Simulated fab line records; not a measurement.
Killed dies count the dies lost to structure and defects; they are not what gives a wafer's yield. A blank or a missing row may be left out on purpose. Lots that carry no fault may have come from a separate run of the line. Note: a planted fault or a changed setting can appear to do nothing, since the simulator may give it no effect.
Split-lot study :: flow n5-finfet :: on a route of 1938 steps: 7 lots, 39 wafers read

THE SPLIT
At N5_HKMG_FIN_ETCH_55 (etches SOC in N2/H2, target depth 240 nm, time 300 s), the setting time-s was moved away from the recipe's 300 s on 15 of the 39 wafers read, by -22.5% to +15.0%. All remaining wafers had this setting at the recipe value.

The reading is taken at the split's own step.

THE READING
SiARC_of_HKMG_FIN_COAT_42.thk-nm (the simulator's own value, which no gauge read), in nm, at N5_HKMG_FIN_ETCH_55 (etches SOC in N2/H2, target depth 240 nm, time 300 s). No usual value for it is given in the file. Across the 24 wafers here that went through the recipe, the average is 21.2 nm and the standard deviation 0.5 nm.

wafer: L076.1
tool, chamber at the split: rie-diel-03, 2
time-s as run, s: 345.1
against the recipe: +15.0%
SiARC_of_HKMG_FIN_COAT_42.thk-nm, nm: 18.8
against lot-mates on the recipe: -2.4

wafer: L076.2
tool, chamber at the split: rie-diel-03, 3
time-s as run, s: 300
against the recipe: recipe
SiARC_of_HKMG_FIN_COAT_42.thk-nm, nm: 20.6
against lot-mates on the recipe: -

wafer: L076.3
tool, chamber at the split: rie-diel-03, 1
time-s as run, s: 300
against the recipe: recipe
SiARC_of_HKMG_FIN_COAT_42.thk-nm, nm: 21.8
against lot-mates on the recipe: -

wafer: L076.4
tool, chamber at the split: rie-diel-03, 0
time-s as run, s: 345.1
against the recipe: +15.0%
SiARC_of_HKMG_FIN_COAT_42.thk-nm, nm: 19.4
against lot-mates on the recipe: -1.8

wafer: L076.5
tool, chamber at the split: rie-diel-03, 2
time-s as run, s: 300
against the recipe: recipe
SiARC_of_HKMG_FIN_COAT_42.thk-nm, nm: 21.2
against lot-mates on the recipe: -

wafer: L076.6
tool, chamber at the split: rie-diel-03, 3
time-s as run, s: 345.1
against the recipe: +15.0%
SiARC_of_HKMG_FIN_COAT_42.thk-nm, nm: 18.8
against lot-mates on the recipe: -2.4

wafer: L077.1
tool, chamber at the split: rie-diel-05, 0
time-s as run, s: 232.4
against the recipe: -22.5%
SiARC_of_HKMG_FIN_COAT_42.thk-nm, nm: 24.6
against lot-mates on the recipe: +3.9

wafer: L077.2
tool, chamber at the split: rie-diel-05, 2
time-s as run, s: 300
against the recipe: recipe
SiARC_of_HKMG_FIN_COAT_42.thk-nm, nm: 20.8
against lot-mates on the recipe: -

wafer: L077.3
tool, chamber at the split: rie-diel-05, 0
time-s as run, s: 232.4
against the recipe: -22.5%
SiARC_of_HKMG_FIN_COAT_42.thk-nm, nm: 24.4
against lot-mates on the recipe: +3.7

wafer: L077.4
tool, chamber at the split: rie-diel-05, 2
time-s as run, s: 300
against the recipe: recipe
SiARC_of_HKMG_FIN_COAT_42.thk-nm, nm: 20.6
against lot-mates on the recipe: -

wafer: L077.5
tool, chamber at the split: rie-diel-05, 2
time-s as run, s: 300
against the recipe: recipe
SiARC_of_HKMG_FIN_COAT_42.thk-nm, nm: 20.6
against lot-mates on the recipe: -

wafer: L077.6
tool, chamber at the split: rie-diel-05, 0
time-s as run, s: 232.4
against the recipe: -22.5%
SiARC_of_HKMG_FIN_COAT_42.thk-nm, nm: 24.6
against lot-mates on the recipe: +3.9

wafer: L085.1
tool, chamber at the split: rie-diel-05, 2
time-s as run, s: 300
against the recipe: recipe
SiARC_of_HKMG_FIN_COAT_42.thk-nm, nm: 20.4
against lot-mates on the recipe: -

wafer: L085.2
tool, chamber at the split: rie-diel-05, 1
time-s as run, s: 300
against the recipe: recipe
SiARC_of_HKMG_FIN_COAT_42.thk-nm, nm: 21
against lot-mates on the recipe: -

wafer: L085.3
tool, chamber at the split: rie-diel-05, 0
time-s as run, s: 300
against the recipe: recipe
SiARC_of_HKMG_FIN_COAT_42.thk-nm, nm: 21.6
against lot-mates on the recipe: -

wafer: L085.4
tool, chamber at the split: rie-diel-05, 2
time-s as run, s: 321
against the recipe: +7.0%
SiARC_of_HKMG_FIN_COAT_42.thk-nm, nm: 19.6
against lot-mates on the recipe: -1.4

wafer: L085.5
tool, chamber at the split: rie-diel-05, 0
time-s as run, s: 321
against the recipe: +7.0%
SiARC_of_HKMG_FIN_COAT_42.thk-nm, nm: 20.6
against lot-mates on the recipe: -0.4

wafer: L085.6
tool, chamber at the split: rie-diel-05, 1
time-s as run, s: 321
against the recipe: +7.0%
SiARC_of_HKMG_FIN_COAT_42.thk-nm, nm: 20.2
against lot-mates on the recipe: -0.8

wafer: L086.1
tool, chamber at the split: rie-diel-01, 2
time-s as run, s: 256.3
against the recipe: -14.6%
SiARC_of_HKMG_FIN_COAT_42.thk-nm, nm: 23.2
against lot-mates on the recipe: +2.1

wafer: L086.2
tool, chamber at the split: rie-diel-01, 3
time-s as run, s: 300
against the recipe: recipe
SiARC_of_HKMG_FIN_COAT_42.thk-nm, nm: 21
against lot-mates on the recipe: -

wafer: L086.3
tool, chamber at the split: rie-diel-01, 0
time-s as run, s: 256.3
against the recipe: -14.6%
SiARC_of_HKMG_FIN_COAT_42.thk-nm, nm: 24
against lot-mates on the recipe: +2.9

wafer: L086.4
tool, chamber at the split: rie-diel-01, 1
time-s as run, s: 300
against the recipe: recipe
SiARC_of_HKMG_FIN_COAT_42.thk-nm, nm: 21.2
against lot-mates on the recipe: -

wafer: L086.5
tool, chamber at the split: rie-diel-01, 3
time-s as run, s: 300
against the recipe: recipe
SiARC_of_HKMG_FIN_COAT_42.thk-nm, nm: 21.2
against lot-mates on the recipe: -

wafer: L086.6
tool, chamber at the split: rie-diel-01, 0
time-s as run, s: 256.3
against the recipe: -14.6%
SiARC_of_HKMG_FIN_COAT_42.thk-nm, nm: 23.8
against lot-mates on the recipe: +2.7

wafer: L091.1
tool, chamber at the split: rie-diel-05, 2
time-s as run, s: 300
against the recipe: recipe
SiARC_of_HKMG_FIN_COAT_42.thk-nm, nm: 20.6
against lot-mates on the recipe: -

wafer: L091.2
tool, chamber at the split: rie-diel-05, 3
time-s as run, s: 258.9
against the recipe: -13.7%
SiARC_of_HKMG_FIN_COAT_42.thk-nm, nm: 23.2
against lot-mates on the recipe: +2.1

wafer: L091.3
tool, chamber at the split: rie-diel-05, 1
time-s as run, s: 258.9
against the recipe: -13.7%
SiARC_of_HKMG_FIN_COAT_42.thk-nm, nm: 23.2
against lot-mates on the recipe: +2.1

wafer: L091.4
tool, chamber at the split: rie-diel-05, 0
time-s as run, s: 258.9
against the recipe: -13.7%
SiARC_of_HKMG_FIN_COAT_42.thk-nm, nm: 23.6
against lot-mates on the recipe: +2.5

wafer: L091.5
tool, chamber at the split: rie-diel-05, 0
time-s as run, s: 300
against the recipe: recipe
SiARC_of_HKMG_FIN_COAT_42.thk-nm, nm: 21.6
against lot-mates on the recipe: -

wafer: L091.6
tool, chamber at the split: rie-diel-05, 3
time-s as run, s: 300
against the recipe: recipe
SiARC_of_HKMG_FIN_COAT_42.thk-nm, nm: 21.2
against lot-mates on the recipe: -

wafer: L094.1
tool, chamber at the split: rie-diel-01, 2
time-s as run, s: 300
against the recipe: recipe
SiARC_of_HKMG_FIN_COAT_42.thk-nm, nm: 21.2
against lot-mates on the recipe: -

wafer: L094.2
tool, chamber at the split: rie-diel-01, 0
time-s as run, s: 300
against the recipe: recipe
SiARC_of_HKMG_FIN_COAT_42.thk-nm, nm: 22.2
against lot-mates on the recipe: -

wafer: L094.5
tool, chamber at the split: rie-diel-01, 2
time-s as run, s: 300
against the recipe: recipe
SiARC_of_HKMG_FIN_COAT_42.thk-nm, nm: 21.2
against lot-mates on the recipe: -

wafer: L095.1
tool, chamber at the split: rie-diel-01, 2
time-s as run, s: 300
against the recipe: recipe
SiARC_of_HKMG_FIN_COAT_42.thk-nm, nm: 21.2
against lot-mates on the recipe: -

wafer: L095.2
tool, chamber at the split: rie-diel-01, 1
time-s as run, s: 300
against the recipe: recipe
SiARC_of_HKMG_FIN_COAT_42.thk-nm, nm: 21
against lot-mates on the recipe: -

wafer: L095.3
tool, chamber at the split: rie-diel-01, 3
time-s as run, s: 300
against the recipe: recipe
SiARC_of_HKMG_FIN_COAT_42.thk-nm, nm: 21.2
against lot-mates on the recipe: -

wafer: L095.4
tool, chamber at the split: rie-diel-01, 0
time-s as run, s: 300
against the recipe: recipe
SiARC_of_HKMG_FIN_COAT_42.thk-nm, nm: 22.2
against lot-mates on the recipe: -

wafer: L095.5
tool, chamber at the split: rie-diel-01, 0
time-s as run, s: 300
against the recipe: recipe
SiARC_of_HKMG_FIN_COAT_42.thk-nm, nm: 22.2
against lot-mates on the recipe: -

wafer: L095.6
tool, chamber at the split: rie-diel-01, 1
time-s as run, s: 300
against the recipe: recipe
SiARC_of_HKMG_FIN_COAT_42.thk-nm, nm: 21
against lot-mates on the recipe: -

THE FIT
A straight line over all 39 wafers: SiARC_of_HKMG_FIN_COAT_42.thk-nm changes by -0.152 nm for each +1% of time-s; r = -0.95; the points scatter about the line by 0.45 nm.
The same after taking each lot's own level away (the mean of its wafers on the recipe; 39 wafers): -0.162 nm for each +1%; r = -0.97; scatter 0.4 nm.
On that fit, the largest move of time-s shifts the reading by 3.6 nm.
Measured against the standard deviation above, the lots' own levels, which go from 20.67 to 21.53 nm, span 1.7 times it.
The two slopes agree, so the slope changes little with the lot-to-lot level.
Check: +3.68 nm against its lot-mates is what the line predicts for one of the wafers moved furthest among these (-22.5%) when that wafer is left out of the fit. Against them it came out at +3.93 nm.

ADDITIONAL SPLITS CARRIED BY THESE WAFERS
Before the reading, these wafers also passed through other splits. Each is held against what the fit with the lots' levels taken away leaves over:
other split on the same wafers: N5_DUMMY_GATE_ETCH_37 source-w
wafers away from the commonest value: 18
r with SiARC_of_HKMG_FIN_COAT_42.thk-nm (lot level and that fit taken away): -0.11

THE WHOLE CHAIN: every reading that the file lists as answering this split, in the file's order
step: N5_HKMG_FIN_ETCH_55
what it does: etches SOC in N2/H2, target depth 240 nm, time 300 s
reading: etch.depth-nm (the simulator's own value, which no gauge read)
change (the file's fit): +2.7 nm for each +1% of the setting
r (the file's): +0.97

step: N5_HKMG_FIN_ETCH_55
what it does: etches SOC in N2/H2, target depth 240 nm, time 300 s
reading: HKMG_FIN.feature-depth-nm (the simulator's own value, which no gauge read)
change (the file's fit): +2.7 nm for each +1% of the setting
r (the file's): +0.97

step: N5_HKMG_FIN_ETCH_55
what it does: etches SOC in N2/H2, target depth 240 nm, time 300 s
reading: SiARC_of_HKMG_FIN_COAT_42.thk-nm (the simulator's own value, which no gauge read)
change (the file's fit): -0.163 nm for each +1% of the setting
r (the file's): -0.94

FILE'S OWN FIT
SiARC_of_HKMG_FIN_COAT_42.thk-nm changes by -0.163 nm for each +1% of time-s, r = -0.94.
